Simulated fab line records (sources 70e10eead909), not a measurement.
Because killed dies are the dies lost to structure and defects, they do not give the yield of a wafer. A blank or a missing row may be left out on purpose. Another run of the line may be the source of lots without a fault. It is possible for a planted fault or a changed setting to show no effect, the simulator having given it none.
Which of the tools did it? | flow nand_harc | Sampling: 11 lots, 33 wafers, 6 of 1302 route steps

== WHAT THE GAUGES SHOWED, per wafer ==
NHARC_P_GATE_INSPECT_28.
lot  | measured     | on                | raw_defect_count
L235 | day 5 17:02  | defect_inspect-02 | 6 2 4
L236 | day 5 16:34  | defect_inspect-02 | 6 9 5
L238 | day 6 17:32  | defect_inspect-02 | 3 3 2
L239 | day 7 11:31  | defect_inspect-01 | 27 13 25
L240 | day 7 11:58  | defect_inspect-01 | 19 17 29
L247 | day 10 15:38 | defect_inspect-01 | 10 4 6
L249 | day 11 08:25 | defect_inspect-01 | 4 7 2
L252 | day 12 10:34 | defect_inspect-02 | 4 1 3
L254 | day 13 08:19 | defect_inspect-02 | 3 7 3
L256 | day 14 02:50 | defect_inspect-02 | 9 10 5
L257 | day 14 18:25 | defect_inspect-02 | 5 9 7

NHARC_END_SORT_01.
lot  | measured     | on        | killed_at_array | killed_at_other | killed_at_periphery | killed_dies | killed_open | killed_short
L239 | day 27 07:36 | prober-02 | 52 63 48        | 0 1 0           | 13 9 16             | 65 73 64    | 3 3 3       | 0 7 0
L240 | day 27 07:34 | prober-01 | 50 78 71        | 1 0 2           | 10 11 16            | 61 89 89    | 3 5 1       | 0 4 2
L247 | day 30 00:39 | prober-01 | 78 93 65        | 0 0 2           | 2 3 1               | 80 96 68    | 2 7 4       | 1 5 3
L249 | day 30 12:28 | prober-02 | 21 23 32        | 0 0 1           | 5 2 2               | 26 25 35    | 6 1 2       | 2 1 4

== WHICH TOOL RAN EACH LOT (tool, then ch and the chambers of the sampled wafers, then the start) ==
lot  | NHARC_P_STI_ETCH_31                           | NHARC_P_STI_ETCH_15              | NHARC_P_GATE_DESCUM_13             | NHARC_P_GATE_CVD_17
L235 | rie_diel-07 ch 0,3, day 3 11:28 or earlier    | rie_si-05 ch 1,2, day 3 11:28    | rie_diel-10 ch 0,1,3, day 5 01:04  | lpcvd_poly-03 ch 0, day 5 10:53
L236 | rie_diel-11 ch 1,2,3, day 3 15:22 or earlier  | rie_si-03 ch 0,2,3, day 3 15:22  | rie_diel-06 ch 0,2,3, day 5 01:13  | lpcvd_poly-03 ch 0, day 5 10:53
L238 | rie_diel-07 ch 2,3, day 4 13:23 or earlier    | rie_si-04 ch 1,2, day 4 13:23    | rie_diel-06 ch 1,3, day 5 22:44    | lpcvd_poly-01 ch 0, day 6 13:36
L239 | rie_diel-11 ch 0,1,2, day 4 22:29 or earlier  | rie_si-04 ch 0,1,2, day 4 22:29  | rie_diel-02 ch 0,2,3, day 6 14:11  | lpcvd_poly-01 ch 0, day 7 04:14
L240 | rie_diel-11 ch 0,2,3, day 5 06:45 or earlier  | rie_si-05 ch 1,2,3, day 5 06:45  | rie_diel-10 ch 0,2,3, day 6 18:31  | lpcvd_poly-01 ch 0, day 7 04:14
L247 | rie_diel-07 ch 0,2,3, day 8 04:42 or earlier  | rie_si-05 ch 0,1,3, day 8 04:42  | rie_diel-10 ch 0,2,3, day 9 23:32  | lpcvd_poly-04 ch 0, day 10 09:20
L249 | rie_diel-13 ch 0,1,2, day 9 04:34 or earlier  | rie_si-03 ch 1,3, day 9 04:34    | rie_diel-06 ch 0,1,2, day 10 13:40 | lpcvd_poly-04 ch 0, day 10 23:24
L252 | rie_diel-11 ch 0,2,3, day 10 06:45 or earlier | rie_si-05 ch 0,1,3, day 10 06:45 | rie_diel-02 ch 2,3, day 11 20:20   | lpcvd_poly-03 ch 0, day 12 06:22
L254 | rie_diel-07 ch 0,1,3, day 11 04:55 or earlier | rie_si-04 ch 0,1,3, day 11 04:55 | rie_diel-06 ch 0,1,3, day 12 17:47 | lpcvd_poly-04 ch 0, day 13 03:41
L256 | rie_diel-11 ch 0,1,2, day 12 01:10 or earlier | rie_si-05 ch 0,2,3, day 12 01:10 | rie_diel-02 ch 0,1,3, day 13 12:34 | lpcvd_poly-01 ch 0, day 13 22:32
L257 | rie_diel-13 ch 0,1, day 12 10:52 or earlier   | rie_si-03 ch 1,2, day 12 10:52   | rie_diel-10 ch 0,3, day 14 01:38   | lpcvd_poly-01 ch 0, day 14 14:20
- NHARC_P_STI_ETCH_31: etches the open film in CF4/CHF3, target depth 108.9 nm, time 54.5 s.
- NHARC_P_STI_ETCH_15: etches the open film in HBr/Cl2, target depth 300 nm, time 100.1 s.
- NHARC_P_GATE_DESCUM_13: chemistry O2, time 3 s.
- NHARC_P_GATE_CVD_17: deposits poly-Si, target thk 150 nm, time 900 s.

== WHAT THE TOOLS THEMSELVES READ (means of the sampled wafers that have a number; where no wafer has one, the mark that the record gives instead) ==
NHARC_P_STI_ETCH_31.
lot  | tool        | chamber_pressure_mTorr (mTorr) | chf3_flow_sccm (sccm) | drypump_motor_current_A (A) | oes_product_au (a.u.) | rf_vpp_V (V) | showerhead_plenum_p_Torr (Torr) | throttle_valve_pct (%)
L235 | rie_diel-07 | 24.987                         | 30.05                 | 5.9                         | 0.976                 | 369.6        | 1.54                            | 16.802
L236 | rie_diel-11 | 25.013                         | 29.92                 | 5.8                         | 0.969                 | 370.4        | 1.55                            | 16.800
L238 | rie_diel-07 | 25.024                         | 30.11                 | 6.2                         | 0.970                 | 369.5        | 1.57                            | 16.807
L239 | rie_diel-11 | 24.997                         | 29.97                 | 5.9                         | 0.978                 | 369.7        | 1.54                            | 16.809
L240 | rie_diel-11 | 25.000                         | 29.99                 | 5.8                         | 0.979                 | 368.9        | 1.54                            | 16.803
L247 | rie_diel-07 | 24.983                         | 29.98                 | 5.9                         | 0.971                 | 368.9        | 1.54                            | 16.804
L249 | rie_diel-13 | 24.994                         | 29.95                 | 5.2                         | 0.976                 | 371.4        | 1.58                            | 16.803
L252 | rie_diel-11 | 24.987                         | 30.03                 | 5.8                         | 0.982                 | 370.3        | 1.54                            | 16.799
L254 | rie_diel-07 | 25.010                         | 30.02                 | 5.8                         | 0.973                 | 368.8        | 1.53                            | 16.799
L256 | rie_diel-11 | 25.007                         | 29.99                 | 5.9                         | 0.979                 | 368.4        | 1.54                            | 16.805
L257 | rie_diel-13 | 25.016                         | 30.08                 | 4.9                         | 0.958                 | 372.3        | 1.61                            | 16.795

NHARC_P_STI_ETCH_15.
lot  | tool      | chamber_pressure_mTorr (mTorr) | drypump_motor_current_A (A) | oes_product_au (a.u.) | throttle_valve_pct (%)
L235 | rie_si-05 | 15.018                         | 6.4                         | 1.001                 | 26.403
L236 | rie_si-03 | 15.002                         | 5.4                         | 1.003                 | 26.408
L238 | rie_si-04 | 15.010                         | 5.7                         | 0.992                 | 26.394
L239 | rie_si-04 | 15.007                         | 5.9                         | 1.009                 | 26.412
L240 | rie_si-05 | 14.999                         | 6.3                         | 1.005                 | 26.406
L247 | rie_si-05 | 14.985                         | 6.0                         | 0.997                 | 26.405
L249 | rie_si-03 | 14.985                         | 5.5                         | 1.011                 | 26.398
L252 | rie_si-05 | 14.990                         | 6.0                         | 1.000                 | 26.409
L254 | rie_si-04 | 15.000                         | 5.9                         | 1.010                 | 26.409
L256 | rie_si-05 | 15.003                         | 6.4                         | 0.998                 | 26.415
L257 | rie_si-03 | 15.009                         | 6.4                         | 0.992                 | 26.403

NHARC_P_GATE_DESCUM_13.
lot  | tool        | chamber_pressure_mTorr (mTorr) | drypump_motor_current_A (A) | oes_product_au (a.u.) | rf_vpp_V (V) | showerhead_plenum_p_Torr (Torr) | throttle_valve_pct (%)
L235 | rie_diel-10 | 60.06                          | 5.7                         | 0.995                 | 57.2         | 1.87                            | 11.313
L236 | rie_diel-06 | 60.04                          | 5.8                         | 0.992                 | 58.0         | 1.90                            | 11.298
L238 | rie_diel-06 | 59.99                          | 5.4                         | 0.995                 | 58.7         | 1.97                            | 11.312
L239 | rie_diel-02 | 59.99                          | 5.4                         | 0.993                 | 57.3         | 1.96                            | 11.304
L240 | rie_diel-10 | 59.98                          | 6.2                         | 0.998                 | 57.8         | 1.85                            | 11.314
L247 | rie_diel-10 | 60.00                          | 6.2                         | 1.004                 | 57.3         | 1.85                            | 11.308
L249 | rie_diel-06 | 60.01                          | 5.4                         | 0.987                 | 58.3         | 1.90                            | 11.319
L252 | rie_diel-02 | 59.99                          | 5.5                         | 0.997                 | 57.6         | 1.95                            | 11.312
L254 | rie_diel-06 | 59.99                          | 5.7                         | 0.992                 | 58.2         | 1.96                            | 11.316
L256 | rie_diel-02 | 60.01                          | 5.4                         | 1.007                 | 57.8         | 1.88                            | 11.314
L257 | rie_diel-10 | 59.98                          | 5.9                         | 1.009                 | 57.4         | 1.83                            | 11.310

== THE ANSWER, worked out from the rows above alone ==
Rule: what is usual is taken from the lots themselves. The widest of any qualifying gaps counts: lots, ordered by their means at a reading, are off when they make up no more than a third of the lots, leave a main group of 4 or more, and stand apart from it by 3 or more times the standard deviation of that group's means. Not used: any main group whose means are identical at the precision the tables above print for the reading. A lot without any number at a reading at which 4 lots or more have one is off too. Where the step has rows for the other lots, those lots are counted as sound. First the gauges in route order, then the tools' own readings, where a lot's mean is used as printed above. At the first step where some lot is off, the reading lying furthest off is the one used; lots without a number count as furthest.
Off: L239, L240 (NHARC_P_GATE_INSPECT_28, raw_defect_count). For the main group the mean is 5.1 and the standard deviation 1.9.
If a tool, at a process step before that reading, ran all the lots that are off and no sound lot after the first of them, it fits. The gauges at NHARC_P_GATE_INSPECT_28 are tried like those tools. NHARC_P_STI_ETCH_31: start missing for some lots; hours and lot order therefore follow NHARC_P_STI_ETCH_15. Not one of the candidates tried fits.

== WHAT THE SIMULATOR PUT IN ==
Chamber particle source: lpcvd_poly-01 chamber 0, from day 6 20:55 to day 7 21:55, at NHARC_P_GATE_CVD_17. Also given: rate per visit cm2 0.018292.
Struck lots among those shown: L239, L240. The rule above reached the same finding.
